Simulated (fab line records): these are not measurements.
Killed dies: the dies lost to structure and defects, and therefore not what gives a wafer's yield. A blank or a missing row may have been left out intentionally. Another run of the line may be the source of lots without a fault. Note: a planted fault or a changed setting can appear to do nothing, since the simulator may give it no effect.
Chamber matching    flow n5-finfet    N5_BEOL_M8_DESCUM_33 on rie-diel-01: 4 sister chambers
The step chemistry O2, time 7 s. 8 wafers are shown with their chamber, then 12 later ones without.

## EACH WAFER AND ITS CHAMBER
wafer   chamber  drypump-motor-current-A (A)  throttle-valve-pct (%)
L081.2  1        5.6                          20.94
L082.5  3        5.5                          20.65
L085.1  3        5.5                          20.68
L086.5  0        5.1                          20.43
L086.6  1        5.5                          20.94
L087.1  0        5.1                          20.44
L087.4  2        5.8                          20.54
L087.5  2        5.8                          20.55

## WAFERS WITH NO CHAMBER GIVEN
wafer   drypump-motor-current-A (A)  throttle-valve-pct (%)
L089.2  5.6                          20.94
L089.4  5.5                          20.68
L089.6  5.6                          20.95
L091.1  5.5                          20.69
L091.2  5.8                          20.55
L091.6  5.1                          20.44
L093.2  5.1                          20.44
L093.4  5.5                          20.70
L093.5  5.1                          20.46
L097.1  5.9                          20.59
L097.2  5.1                          20.44
L097.6  5.6                          20.58

## WHICH CHAMBER EACH ONE RAN IN
wafer   from the rows above      in truth
L089.2  1                        1
L089.4  3                        3
L089.6  1                        1
L091.1  3                        3
L091.2  2                        2
L091.6  0                        0
L093.2  0                        0
L093.4  3                        3
L093.5  0                        0
L097.1  2                        2
L097.2  0                        0
L097.6  can't be placed: 2 or 3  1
11 of 12 placed correctly. Not placeable from these rows: 1 (in 0, the candidates include the true chamber). Placed wrongly: 0.
How it was worked out, from the rows above alone: a wafer's distance from a chamber is the root of the sum, over the readings, of the square of ((its reading less the chamber's mean) divided by the reading's scatter). The wafer belongs to the nearest chamber; if the next one is less than 2 further off, it can't be placed. A chamber's mean is the mean of its shown wafers. The scatter: take each reading less its chamber's mean, square it, sum over the shown wafers, divide by the number of wafers less the number of chambers, and take the root.
